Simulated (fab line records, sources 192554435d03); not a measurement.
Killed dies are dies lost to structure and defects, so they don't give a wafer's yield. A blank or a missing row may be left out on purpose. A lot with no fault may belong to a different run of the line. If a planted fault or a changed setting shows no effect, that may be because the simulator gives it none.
fab line records | flow n5Finfet
[record] lots = 10 wafers = 28 lastDay = 18
route steps=1938 shown BEOL_M2@857 BEOL_M4@1111
lots with no fault: from the same line, run without faults
startH: start of the lot's first displayed wafer, in hours after the record's first day | waitH: hours elapsed since this lot's preceding step | " same as the row above | L1.1+2: one row covering several wafers at once | - no value present, or no start provided | * or withheld: withheld | < > ~ a bound
route shown NAME@n: NAME is a module with steps in the file, n the number in the route of the first one | usual: mean/standard deviation taken from wafers without a fault | same: alike in all rows | chamber/n: place in a boat | sites: per-site readings | _std_site: standard deviation across them | _edge_site: mean of outer sites minus mean of inner sites | radiusMm: for every site, how far away it sits from the centre of the wafer | mask NAME#n: copy n | behind: tool/chamber where the wafer was last shaped | hold: why the lot went on hold/how many hours it stayed there/how the hold came to an end | device: names the non-switching transistor (n, p or np) | end of line: the route-end tests of the same wafers | for a step that has no rows: nothing shown but its recipe | killed: dies lost to structure and defects at the first sort, not the wafer's yield | map: per-die view of a wafer (x killed, . not killed, _ where there is no die)
set.NAME: the setting that was run; set.NAME@STEP: the one run at that earlier step | model.NAME: the simulator's own value behind a step, which no gauge read
the route's steps for a sample of lots (tables are steps, rows are wafers)
services: when a tool's chamber went out of use (startH, in hours from the record's first day, below 0 if earlier), for how many hours, and the reason
[[steps]]
[step N5_BEOL_M2_DESCUM_16]
[recipe] chemistry = O2 timeS = 7 sourcePowerW = 50 biasPowerW = 20 pressureMtorr = 20 rfFrequencyHz = 2.712e+07 tempC = 40 resist = CAR-EUV o2FlowSccm = 225
[usual] chamberPressureMTorr = 19.99/0.044 drypumpMotorCurrentA = 5.6/0.45 oesProductAu = 0.80/0.095 rfVppV = 242.8/1.1 showerheadPlenumPTorr = 2.07/0.056 throttleValvePct = 20.44/0.28
// columns lot.wafer tool chamber startH waitH chamberPressureMTorr drypumpMotorCurrentA oesProductAu rfHoursCounterH rfVppV showerheadPlenumPTorr throttleValvePct
L888.3 rieDiel-03 0 166.29 0.0 20.03 5.2 0.72 189 242.1 1.98 20.34
L888.4 " 1 " " 19.99 5.8 0.93 - 243.0 2.16 20.08
L888.5 " 3 " " 20.03 5.8 0.80 - 242.9 2.13 20.63
L889.3 rieDiel-01 2 169.34 0.0 19.99 5.8 0.91 24 242.9 2.07 20.63
L889.4 " 2 " " 19.98 5.8 0.91 - 241.5 2.07 20.63
L889.6 " 0 " " 19.97 4.8 0.68 - 243.7 2.06 20.77
L894.4 rieDiel-06 2 176.90 0.1 19.99 4.9 0.91 42 244.9 2.13 20.57
L894.5 " 1 " " 19.99 5.8 0.68 - 242.6 2.06 20.55
L892.1 rieDiel-06 1 177.17 0.2 20.01 5.7 0.69 219 243.3 2.06 20.53
L892.4 " 0 " " 19.98 5.7 0.79 118 243.0 2.00 19.99
L892.5 " 3 " " 19.96 6.0 0.66 - 241.7 2.09 20.94
L896.4 rieDiel-01 2 181.03 0.1 19.99 5.7 0.90 30 242.2 2.07 20.64
L896.5 " 0 " " 20.02 4.9 0.68 - 243.2 2.06 20.77
L897.3 rieDiel-01 0 193.09 0.0 19.98 4.8 0.67 237 242.1 2.06 20.78
L897.5 " 2 " " 20.00 5.8 0.88 - 241.8 2.07 20.65
L897.6 " 3 " " 19.98 6.1 0.81 - 241.7 2.03 20.04
L900.2 rieDiel-03 3 211.85 0.0 19.99 5.8 0.78 117 244.2 2.12 20.69
L900.3 " 1 " " 19.99 5.9 0.88 36 244.3 2.15 20.12
L900.6 " 1 " " 19.98 5.8 0.89 - 243.5 2.15 20.11
L904.1 rieDiel-06 0 242.64 1.0 19.99 5.8 0.77 137 242.4 1.99 20.02
L904.2 " 2 " " 20.02 4.9 0.88 62 243.1 2.12 20.61
L904.6 " 2 " " 19.99 4.9 0.88 - 244.5 2.12 20.59
L910.1 rieDiel-01 1 269.28 0.0 20.00 6.3 0.88 31 242.2 2.05 20.38
L910.3 " 2 " " 19.99 5.8 0.86 60 243.3 2.06 20.70
L910.5 " 0 " " 19.97 4.8 0.94 - 243.6 2.05 20.51
L911.2 rieDiel-01 3 276.14 0.0 20.02 6.1 0.79 109 241.8 2.02 20.10
L911.3 " 1 " " 19.99 6.3 0.88 33 242.4 2.05 20.37
L911.6 " 2 " " 19.98 5.7 0.84 - 241.5 2.06 20.67
[step N5_BEOL_M2_CD_MEAS_28]
[recipe] targetCdNm = 26.2 landingEnergyEv = 500 detector = seInlens targetCdYNm = 24.1 polarity = opening
[usual] cdNm = 26.22/0.22
// columns lot.wafer tool chamber startH waitH cdNm
L888.3 cdSem-02 0 167.18 - 26.50
L888.4 " 0 " " 26.15
L888.5 " 0 " " 26.20
L889.3 cdSem-03 0 170.10 - 25.92
L889.4 " 0 " " 26.42
L889.6 " 0 " " 26.20
L894.4 cdSem-01 0 177.74 - 25.99
L894.5 " 0 " " 26.35
L892.1 cdSem-03 0 177.92 - 26.24
L892.4 " 0 " " 26.52
L892.5 " 0 " " 26.13
L896.4 cdSem-02 0 181.91 - 25.95
L896.5 " 0 " " 26.32
L897.3 cdSem-02 0 193.84 - 26.23
L897.5 " 0 " " 26.50
L897.6 " 0 " " 26.06
L900.2 cdSem-02 0 212.73 - 26.51
L900.3 " 0 " " 26.36
L900.6 " 0 " " 26.56
L904.1 cdSem-02 0 243.82 - 26.26
L904.2 " 0 " " 25.87
L904.6 " 0 " " 25.95
L910.1 cdSem-02 0 270.07 - 26.12
L910.3 " 0 " " 26.29
L910.5 " 0 " " 26.21
L911.2 cdSem-01 0 277.02 - 26.45
L911.3 " 0 " " 26.23
L911.6 " 0 " " 26.18
[step N5_BEOL_M2_ALD_98]
[recipe] material = SiO2 targetThkA = 25 tempC = 100 aldPrecursorFamily = BDEAS aldCoReactant = O2-plasma pulseTimeS = 1 coReactantPulseTimeS = 1 purgeTimeS = 2 coReactantPurgeTimeS = 2 aldCycles = 17 pressureTorr = 2
[usual] aldCycles = 17/0 heaterPowerW = 76/10 precursorPulseHeightRel = 0.999/0.018
// columns lot.wafer tool chamber startH waitH aldCycles heaterPowerW precursorPulseHeightRel
L888.3 aldSin-03 0 168.27 0.9 17 72 1.001
L888.4 " 1 " " 17 58 0.961
L888.5 " 2 " " 17 84 1.007
L889.3 aldSin-04 0 170.56 0.1 17 65 1.014
L889.4 " 0 " " 17 67 1.011
L889.6 " 2 " " 17 80 0.992
L894.4 aldSin-03 0 179.16 1.0 17 74 0.983
L894.5 " 2 " " 17 85 0.972
L892.1 aldSin-01 3 179.17 0.9 17 91 0.999
L892.4 " 1 " " 17 81 1.003
L892.5 " 1 " " 17 80 1.019
L896.4 aldSin-03 1 182.53 0.4 17 58 0.983
L896.5 " 0 " " 17 72 0.978
L897.3 aldSin-03 1 194.29 0.2 17 57 0.978
L897.5 " 3 " " 17 89 1.019
L897.6 " 0 " " 17 72 0.989
L900.2 aldSin-04 0 212.98 0.1 17 62 1.016
L900.3 " 1 " " 17 67 1.020
L900.6 " 1 " " 17 66 0.980
L904.1 aldSin-03 0 244.47 0.1 17 72 0.993
L904.2 " 3 " " 13 86 0.988
L904.6 " 3 " " 17 86 1.016
L910.1 aldSin-01 3 270.40 0.1 17 92 1.017
L910.3 " 1 " " 17 80 0.958
L910.5 " 1 " " 17 80 0.977
L911.2 aldSin-04 3 277.40 0.2 17 80 1.013
L911.3 " 1 " " 17 66 1.010
L911.6 " 0 " " 17 63 0.977
[step N5_BEOL_M2_STRIP_97]
[recipe] chemistry = N2/H2 timeS = 10 powerW = 450 tempC = 40 pressureMtorr = 20 rfFrequencyHz = 6e+07 biasPowerW = 7 n2FlowSccm = 200 h2FlowSccm = 200
[usual] chamberPressureMTorr = 20.000/0.022 drypumpMotorCurrentA = 5.7/0.47 oesProductAu = 0.82/0.093 rfVppV = 59.0/0.82 showerheadPlenumPTorr = 2.49/0.056 throttleValvePct = 23.5/0.33
// columns lot.wafer tool chamber startH waitH chamberPressureMTorr drypumpMotorCurrentA oesProductAu rfHoursCounterH rfVppV showerheadPlenumPTorr throttleValvePct
L888.3 rieDiel-01 0 - - 19.986 4.9 0.67 228 59.3 2.50 23.9
L888.4 " 0 " " 19.975 4.9 0.67 - 59.6 2.50 23.9
L888.5 " 2 " " 20.008 5.8 0.90 - 59.1 2.47 23.5
L889.3 rieDiel-01 0 - - 19.973 4.9 0.67 231 58.5 2.50 23.9
L889.4 " 2 " " 19.979 5.8 0.90 - 58.7 2.47 23.5
L889.6 " 0 " " 19.984 4.9 0.67 - 59.2 2.50 23.9
L894.4 rieDiel-03 1 - - 19.997 5.9 0.92 - 59.1 2.59 23.0
L894.5 " 3 " " 20.022 5.8 0.79 - 60.7 2.57 23.9
L892.1 rieDiel-06 0 - - 19.983 5.7 0.79 119 60.0 2.43 23.1
L892.4 " 3 " " 20.027 6.0 0.66 233 60.3 2.50 24.0
L892.5 " 1 " " 20.012 5.8 0.69 - 58.9 2.49 23.6
L896.4 rieDiel-01 2 - - 20.033 5.8 0.89 33 58.8 2.46 23.5
L896.5 " 2 " " 20.006 5.8 0.89 - 58.5 2.46 23.5
L897.3 rieDiel-06 3 - - 19.996 6.0 0.66 237 58.7 2.50 24.0
L897.5 " 1 " " 19.997 5.8 0.68 - 59.1 2.49 23.7
L897.6 " 0 " " 20.028 5.8 0.78 - 58.6 2.43 23.1
L900.2 rieDiel-01 2 - - 20.017 5.8 0.89 39 58.8 2.46 23.6
L900.3 " 1 " " 20.007 6.3 0.94 10 57.2 2.47 23.2
L900.6 " 1 " " 19.989 6.3 0.94 - 58.5 2.47 23.2
L904.1 rieDiel-06 2 - - 20.020 4.9 0.89 64 58.6 2.58 24.0
L904.2 " 1 " " 19.957 5.8 0.68 237 59.7 2.48 23.7
L904.6 " 1 " " 20.028 5.7 0.68 - 59.6 2.48 23.7
L911.2 rieDiel-01 0 - - 20.004 4.8 0.92 8 59.4 2.49 23.8
L911.3 " 3 " " 20.002 6.1 0.80 110 59.0 2.45 23.3
L911.6 " 1 " " 19.999 6.3 0.88 - 58.3 2.46 23.2
L910.1 rieDiel-01 2 - - 19.981 5.8 0.85 64 58.5 2.45 23.6
L910.3 " 1 " " 20.013 6.3 0.87 34 59.2 2.46 23.2
L910.5 " 3 " " 20.009 6.1 0.81 - 57.9 2.45 23.3
[step N5_BEOL_M4_RC_MEAS_101]
[usual] DIBL_N = 35.6/1.7 DIBL_P = 35.0/2 IOFF_N = 0.148/0.027 IOFF_P = 0.19/0.032 ION_N = 671/14 ION_P = 460/9.1 SS_N = 71.3/0.62 SS_P = 73.0/0.64 VT_N = 251/3.2 VT_P = -251.5/2.9
// columns lot.wafer tool chamber startH waitH DIBL_N[mV/V] DIBL_P[mV/V] IOFF_N[nA/um] IOFF_P[nA/um] ION_N[uA/um] ION_P[uA/um] SS_N[mV/dec] SS_P[mV/dec] VT_N[mV] VT_P[mV]
L888.3 prober-02 0 200.09 0.3 36.1 37.1 0.174 0.20 701 470 71.1 73.9 248 -252.5
L888.4 " 0 " " 35.4 37.2 0.150 0.19 673 460 70.9 73.9 252 -249.9
L888.5 " 0 " " 35.2 35.8 0.148 0.17 678 464 71.2 73.1 251 -251.1
L889.3 prober-02 0 204.58 0.3 34.3 32.1 0.130 0.17 663 456 71.3 73.1 250 -252.0
L889.4 " 0 " " 35.7 34.3 0.156 0.20 696 474 71.2 72.7 248 -251.6
L889.6 " 0 " " 33.8 31.4 0.123 0.16 671 462 71.0 72.7 254 -250.1
L894.4 prober-01 0 212.66 0.5 34.9 35.3 0.137 0.19 666 460 71.2 72.9 252 -252.1
L894.5 " 0 " " 35.0 32.8 0.124 0.15 633 436 71.7 72.5 254 -258.2
L896.4 prober-02 0 217.85 0.5 35.9 36.2 0.157 0.23 663 458 71.7 73.0 250 -249.4
L896.5 " 0 " " 35.4 35.7 0.155 0.22 680 465 71.7 72.7 249 -250.6
L892.1 prober-01 0 244.91 0.0 33.9 34.3 0.132 0.17 655 446 70.6 72.2 255 -254.2
L892.4 " 0 " " 31.4 32.1 0.109 0.15 667 453 70.2 71.5 253 -253.2
L892.5 " 0 " " 32.5 33.4 0.121 0.16 668 458 70.2 72.0 252 -253.3
L897.3 prober-01 0 248.31 0.3 33.8 34.1 0.140 0.22 674 467 71.2 73.1 250 -246.6
L897.5 " 0 " " 34.2 34.7 0.161 0.23 690 472 71.3 73.4 245 -246.9
L897.6 " 0 " " 37.2 38.8 0.214 0.31 680 473 72.0 74.6 245 -244.7
L900.2 prober-02 0 253.14 0.2 36.1 36.8 0.198 0.24 690 472 71.4 74.1 244 -246.3
L900.3 " 0 " " 34.2 34.5 0.147 0.21 670 464 71.4 73.5 250 -245.1
L900.6 " 0 " " 33.9 33.6 0.139 0.19 672 457 71.4 72.5 249 -250.3
L904.1 prober-02 0 281.83 0.0 35.9 36.6 0.155 0.21 679 463 71.0 73.1 251 -250.7
L904.2 " 0 " " 38.4 38.6 0.197 0.24 670 449 71.7 73.7 247 -249.5
L904.6 " 0 " " 35.4 34.7 0.136 0.18 680 463 70.7 72.6 254 -251.3
L911.2 prober-02 0 321.94 0.2 37.7 37.6 0.200 0.22 701 468 71.8 74.1 246 -253.1
L911.3 " 0 " " 35.9 35.5 0.155 0.19 679 458 71.2 73.3 249 -251.3
L911.6 " 0 " " 36.3 36.0 0.166 0.20 681 456 71.3 73.6 245 -250.3
L910.1 prober-01 0 322.01 0.0 37.0 37.4 0.156 0.22 677 472 71.3 73.3 250 -251.2
L910.3 " 0 " " 36.2 35.8 0.144 0.18 680 464 71.2 72.3 251 -253.6
L910.5 " 0 " " 34.6 33.7 0.120 0.16 668 462 69.9 72.6 254 -252.9
[[services]]
// columns tool chamber startH hours kind
rieDiel-06 1 153.08 4.2 repair
rieDiel-01 1 162.13 - clean
rieDiel-01 1 162.13 - consumableReplace:focusRing
rieDiel-01 1 162.13 17.2 scheduledDown
rieDiel-01 1 162.13 17.2 ventCycle
aldSin-04 - 176.75 14.0 pm
aldSin-03 2 182.84 6.7 repair
rieDiel-03 2 201.74 28.7 repair
rieDiel-06 1 214.36 13.2 repair
rieDiel-03 - 219.88 28.1 pm
rieDiel-01 0 238.87 - clean
rieDiel-01 0 238.87 - consumableReplace:focusRing
rieDiel-01 0 238.87 17.9 scheduledDown
rieDiel-01 0 238.87 17.9 ventCycle
rieDiel-06 3 242.28 - clean
rieDiel-06 3 242.28 - consumableReplace:focusRing
rieDiel-06 3 242.28 19.6 scheduledDown
aldSin-04 - 247.26 2.8 pm
aldSin-03 - 255.99 6.0 pm
aldSin-04 1 256.51 4.2 repair
aldSin-01 0 261.75 12.5 repair
aldSin-03 0 266.15 11.9 repair
aldSin-03 1 267.02 2.7 repair
aldSin-03 - 268.78 14.0 pm
[[key]]
[firstSign] step = N5_BEOL_M2_ALD_98 reading = aldCycles direction = down sigmas = 99+ usual = * struck = *
effect none on later readings
metAt N5_BEOL_M2_ALD_98
struckLots L904
struckWafers L904.2
notActingAt N5_BEOL_M2_DESCUM_16,N5_BEOL_M2_CD_MEAS_28,N5_BEOL_M2_STRIP_97
onsetBetween 194.29 244.47
[fault] kind = processParameterDrift tool = aldSin-03 chamber = - onsetH = 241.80 steps = N5_BEOL_M2_ALD_98 channel = aldCycles offset = * shape = step endH = 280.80 scope = struckWafersOnly actsIn = * stated = *
